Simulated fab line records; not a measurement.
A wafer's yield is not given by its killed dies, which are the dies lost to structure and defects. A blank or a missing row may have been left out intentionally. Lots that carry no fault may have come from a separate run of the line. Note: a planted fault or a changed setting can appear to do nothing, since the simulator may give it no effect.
Chamber matching :: flow nandHarc :: rieDiel-11 running NHARC_A_STAIRCASE_TRIM_187: 4 sister chambers
The step chemistry O2, time 211.2 s. 4 wafers are shown with their chamber, then 8 later ones without.

## WAFERS WITH THEIR CHAMBER
wafer: L085.2
chamber: 2
drypumpMotorCurrentA (A): 5.5

wafer: L088.6
chamber: 3
drypumpMotorCurrentA (A): 6.3

wafer: L093.6
chamber: 1
drypumpMotorCurrentA (A): 6.4

wafer: L095.1
chamber: 0
drypumpMotorCurrentA (A): 5.3

## WAFERS WITH NO CHAMBER GIVEN
wafer: L095.4
drypumpMotorCurrentA (A): 5.5

wafer: L095.5
drypumpMotorCurrentA (A): 6.4

wafer: L096.2
drypumpMotorCurrentA (A): 6.4

wafer: L096.4
drypumpMotorCurrentA (A): 6.3

wafer: L096.5
drypumpMotorCurrentA (A): 5.5

wafer: L097.1
drypumpMotorCurrentA (A): 5.6

wafer: L097.3
drypumpMotorCurrentA (A): 6.3

wafer: L097.5
drypumpMotorCurrentA (A): 5.3

## CHAMBER TAKEN BY EACH
wafer: L095.4
from the rows above: 2
in truth: 2

wafer: L095.5
from the rows above: 1
in truth: 1

wafer: L096.2
from the rows above: 1
in truth: 1

wafer: L096.4
from the rows above: 3
in truth: 3

wafer: L096.5
from the rows above: 2
in truth: 2

wafer: L097.1
from the rows above: 2
in truth: 2

wafer: L097.3
from the rows above: 3
in truth: 3

wafer: L097.5
from the rows above: 0
in truth: 0
Correctly placed: 8 of 8. From these rows, 0 cannot be placed. Wrongly placed: 0.
How it was worked out, from the rows above alone: a wafer's distance from a chamber is the root of the sum, over the readings, of the square of ((its reading less the chamber's mean) divided by the reading's scatter). The wafer belongs to the nearest chamber; if the next one is less than 2 further off, it can't be placed. Each chamber's mean is taken over the wafers shown for it. The scatter (one wafer shown for each chamber): square how far every hidden wafer sits from the nearest shown wafer, average those squares and take the square root.
